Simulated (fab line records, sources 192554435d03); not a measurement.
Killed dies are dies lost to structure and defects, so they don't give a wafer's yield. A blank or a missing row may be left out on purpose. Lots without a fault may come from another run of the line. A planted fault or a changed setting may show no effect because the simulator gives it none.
Chamber matching | flow n5_finfet | N5_BEOL_M10_ALD_74 on ald_metal-03: 4 sister chambers
The step deposits TaN, target thk 2 nm, pulse time 2 s, purge time 3 s. 7 wafers are shown with their chamber, then 9 later ones without.

WAFERS WITH THEIR CHAMBER
wafer  | chamber | heater_power_w (W)
L082.4 | 3       | 367
L084.6 | 2       | 520
L083.4 | 1       | 419
L083.5 | 0       | 377
L085.2 | 0       | 391
L085.4 | 1       | 422
L085.5 | 2       | 505

WAFERS WITHOUT THEIR CHAMBER
wafer  | heater_power_w (W)
L086.2 | 386
L086.3 | 363
L086.6 | 530
L087.2 | 404
L087.3 | 391
L087.5 | 378
L097.2 | 391
L097.4 | 361
L097.5 | 330

WHICH CHAMBER EACH WENT THROUGH
wafer  | from the rows above     | in truth
L086.2 | 0                       | 0
L086.3 | 3                       | 3
L086.6 | 2                       | 2
L087.2 | can't be placed: 1 or 0 | 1
L087.3 | 0                       | 0
L087.5 | can't be placed: 0 or 3 | 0
L097.2 | 0                       | 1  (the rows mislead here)
L097.4 | 3                       | 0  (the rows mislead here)
L097.5 | 3                       | 3
Placed correctly: 5 of 9. Can't be placed from these rows: 2 (the true chamber is among the candidates in 2). Placed wrongly: 2.
How it was worked out, from the rows above alone: a wafer's distance from a chamber is the root of the sum, over the readings, of the square of ((its reading less the chamber's mean) divided by the reading's scatter). The wafer belongs to the nearest chamber; if the next one is less than 2 further off, it can't be placed. A chamber's mean is the mean of its shown wafers. The scatter: the root of (the sum of the squares of (reading less its chamber's mean) over the shown wafers, divided by (wafers less chambers)).
